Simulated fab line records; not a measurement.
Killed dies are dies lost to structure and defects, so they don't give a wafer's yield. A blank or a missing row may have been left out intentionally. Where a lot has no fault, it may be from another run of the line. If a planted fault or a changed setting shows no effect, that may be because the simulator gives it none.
Chamber matching :: flow n5-finfet :: N5_FIN_SAQP_HM_DEP_03 on pecvd-03: 3 sister chambers
The step deposits SiNx from SiH4/NH3/N2, target thk 38 nm, time 33.6 s. 6 wafers are shown with their chamber, then 10 later ones without.

== EACH WAFER AND ITS CHAMBER ==
wafer: L082.6
chamber: 0
showerhead-plenum-p-Torr (Torr): 5.06
throttle-valve-pct (%): 41.4

wafer: L085.2
chamber: 2
showerhead-plenum-p-Torr (Torr): 5.26
throttle-valve-pct (%): 38.8

wafer: L085.3
chamber: 1
showerhead-plenum-p-Torr (Torr): 5.17
throttle-valve-pct (%): 39.6

wafer: L085.4
chamber: 2
showerhead-plenum-p-Torr (Torr): 5.25
throttle-valve-pct (%): 38.6

wafer: L086.2
chamber: 1
showerhead-plenum-p-Torr (Torr): 5.18
throttle-valve-pct (%): 39.8

wafer: L086.3
chamber: 0
showerhead-plenum-p-Torr (Torr): 5.06
throttle-valve-pct (%): 41.4

== WAFERS WHOSE CHAMBER IS MISSING ==
wafer: L086.5
showerhead-plenum-p-Torr (Torr): 5.18
throttle-valve-pct (%): 39.6

wafer: L090.2
showerhead-plenum-p-Torr (Torr): 5.26
throttle-valve-pct (%): 38.7

wafer: L090.5
showerhead-plenum-p-Torr (Torr): 5.26
throttle-valve-pct (%): 38.8

wafer: L090.6
showerhead-plenum-p-Torr (Torr): 5.16
throttle-valve-pct (%): 39.8

wafer: L091.2
showerhead-plenum-p-Torr (Torr): 5.24
throttle-valve-pct (%): 38.9

wafer: L091.5
showerhead-plenum-p-Torr (Torr): 5.06
throttle-valve-pct (%): 42.0

wafer: L091.6
showerhead-plenum-p-Torr (Torr): 5.24
throttle-valve-pct (%): 38.8

wafer: L093.3
showerhead-plenum-p-Torr (Torr): 5.03
throttle-valve-pct (%): 41.6

wafer: L093.4
showerhead-plenum-p-Torr (Torr): 5.18
throttle-valve-pct (%): 39.8

wafer: L093.6
showerhead-plenum-p-Torr (Torr): 5.04
throttle-valve-pct (%): 41.5

== CHAMBER TAKEN BY EACH ==
wafer: L086.5
from the rows above: 1
in truth: 1

wafer: L090.2
from the rows above: 2
in truth: 2

wafer: L090.5
from the rows above: 2
in truth: 2

wafer: L090.6
from the rows above: 1
in truth: 1

wafer: L091.2
from the rows above: 2
in truth: 2

wafer: L091.5
from the rows above: 0
in truth: 0

wafer: L091.6
from the rows above: 2
in truth: 2

wafer: L093.3
from the rows above: 0
in truth: 0

wafer: L093.4
from the rows above: 1
in truth: 1

wafer: L093.6
from the rows above: 0
in truth: 0
Placed correctly: 10 of 10. Not placeable from these rows: 0. Number placed wrongly: 0.
How it was worked out, from the rows above alone: a wafer's distance from a chamber is the root of the sum, over the readings, of the square of ((its reading less the chamber's mean) divided by the reading's scatter). If the next closest chamber is less than 2 further off than the closest, the wafer can't be placed; otherwise it belongs to the closest. Each chamber's mean is taken over the wafers shown for it. The scatter: the root of (the sum of the squares of (reading less its chamber's mean) over the shown wafers, divided by (wafers less chambers)).
